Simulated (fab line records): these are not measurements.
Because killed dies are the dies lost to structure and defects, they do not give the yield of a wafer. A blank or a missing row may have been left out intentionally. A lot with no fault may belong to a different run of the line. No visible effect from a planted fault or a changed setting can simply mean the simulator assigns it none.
Comparing a struck lot with a sound one    flow n5 finfet    15 steps out of a route of 1938
Sound: wafers L670.2, L670.3, L670.6. Struck: wafer L677.4; the same lot's L677.6 was not struck, so it is left out; see the end for the cause.
Each step with rows lists, per side, the tool, then ch with its chambers, then its first start. Under that, the readings that differ: sound wafers    struck wafers    difference of the means    sigmas: that difference in standard deviations of wafers without a fault.
alike: readings with means less than 2 such deviations apart, plus words and numbers identical on both sides. not compared: withheld readings, readings lacking a value on some wafer, bounds such as >300 that could conceal the same value, and numbers that have no deviation in the record and whose values overlap.
Wherever a step has rows on one side only, a row that says differs or no value, or a row with sigmas, the two part there. Numbers that don't overlap but have no deviation are shown without sigmas and don't part them. Lack of a reading on every wafer of one side parts them only where that side has two or more wafers.

first, 7 steps without rows for these wafers: N5_MIM_BOT_LITHO_COAT_02; N5_MIM_BOT_LITHO_EBR_04; N5_MIM_BOT_LITHO_SOFTBAKE_03 (time 90 s); N5_MIM_BOT_LITHO_EXPOSE_05 (exposes mask MIM BOT); N5_MIM_BOT_LITHO_PEB_06; N5_MIM_BOT_LITHO_DEVELOP_07 (develop time 60 s); N5_MIM_BOT_LITHO_HARDBAKE_09 (time 120 s).
N5_MIM_BOT_LITHO_CD_MEAS_08: target cd 3000 nm.
  sound on cd sem-02 ch 0, day 12 15:35; struck on cd sem-03 ch 0, day 15 00:56
reading     sound                 struck  difference  sigmas
cd nm (nm)  3000.3 2999.9 3000.3  3004.5  +4.3        +3
N5_MIM_BOT_LITHO_OVL_MEAS_11:
  sound on overlay-02 ch 0, day 12 15:37; struck on overlay-02 ch 0, day 15 00:57
reading           sound   struck  difference  sigmas
MIM_BOT_OVL (nm)  8 3 17  -10     -19         -3
N5_MIM_BOT_LITHO_INSPECT_12: inspects for defects (macro).
  sound on defect inspect-02 at day 12 15:39; struck on defect inspect-02 at day 15 00:59
  alike: raw defect count
N5_MIM_BOT_LITHO_DESCUM_10: chemistry O2, time 7.9 s.
  sound on rie diel-02 ch 1,2,3, day 12 15:43; struck on rie diel-02 ch 2, day 15 01:01
  alike: drypump motor current A, oes product au, rf vpp V, showerhead plenum p Torr, throttle valve pct
  not compared: rf hours counter h
N5_MIM_BOT_ETCH_ETCH_04: etches SiNx in CF4/O2, target depth 26 nm, time 13 s.
  sound on rie diel-02 ch 1,2,3, day 12 15:47; struck on rie diel-02 ch 2, day 15 01:04
  alike: drypump motor current A, oes product au, rf vpp V, showerhead plenum p Torr, throttle valve pct
  not compared: rf hours counter h
N5_MIM_BOT_ETCH_ETCH_03: etches the open film in Cl2/BCl3, target depth 12 nm.
  sound on rie metal-01 ch 0,1, day 12 15:52; struck on rie metal-03 ch 0, day 15 01:11
reading                               sound              struck  difference  sigmas
oes product au (a.u.)                 0.62 0.68 0.68     1.03    +0.37       +4
model.etch.depth nm (nm)              11.78 11.92 12.07  18.59   +6.67       
model.MIM_BOT_ETCH.cd offset nm (nm)  0 -0.2 0           -2.6    -2.5        
  alike: drypump motor current A, throttle valve pct
  not compared: rf hours counter h, model.coat_of_MIM_BOT_LITHO_COAT_02.thk nm
N5_MIM_BOT_ETCH_ETCH_00: etches TiN in Cl2/BCl3, target depth 45.5 nm.
  sound on rie metal-01 ch 0,1, day 12 15:58; struck on rie metal-03 ch 0, day 15 01:17
reading                               sound        struck  difference  sigmas
model.MIM_BOT_ETCH.cd offset nm (nm)  0 -0.2 -0.2  -2.6    -2.5        
  alike: drypump motor current A, oes product au, throttle valve pct
  not compared: rf hours counter h, model.coat_of_MIM_BOT_LITHO_COAT_02.thk nm
N5_MIM_BOT_ETCH_STRIP_01: strips in O2.
  sound on rie diel-04 ch 0,2,3, day 12 16:11; struck on rie diel-04 ch 1, day 15 01:23
reading                 sound              struck  difference  sigmas
oes product au (a.u.)   0.69 0.85 0.81     0.96    +0.18       +2
throttle valve pct (%)  16.69 16.52 16.77  16.23   -0.43       -3
  alike: drypump motor current A, rf vpp V, showerhead plenum p Torr
  not compared: rf hours counter h

WHERE THEY PART
Earliest at N5_MIM_BOT_LITHO_CD_MEAS_08; latest, in this record, at N5_MIM_BOT_ETCH_STRIP_01.

WHY: whatever the simulator had introduced
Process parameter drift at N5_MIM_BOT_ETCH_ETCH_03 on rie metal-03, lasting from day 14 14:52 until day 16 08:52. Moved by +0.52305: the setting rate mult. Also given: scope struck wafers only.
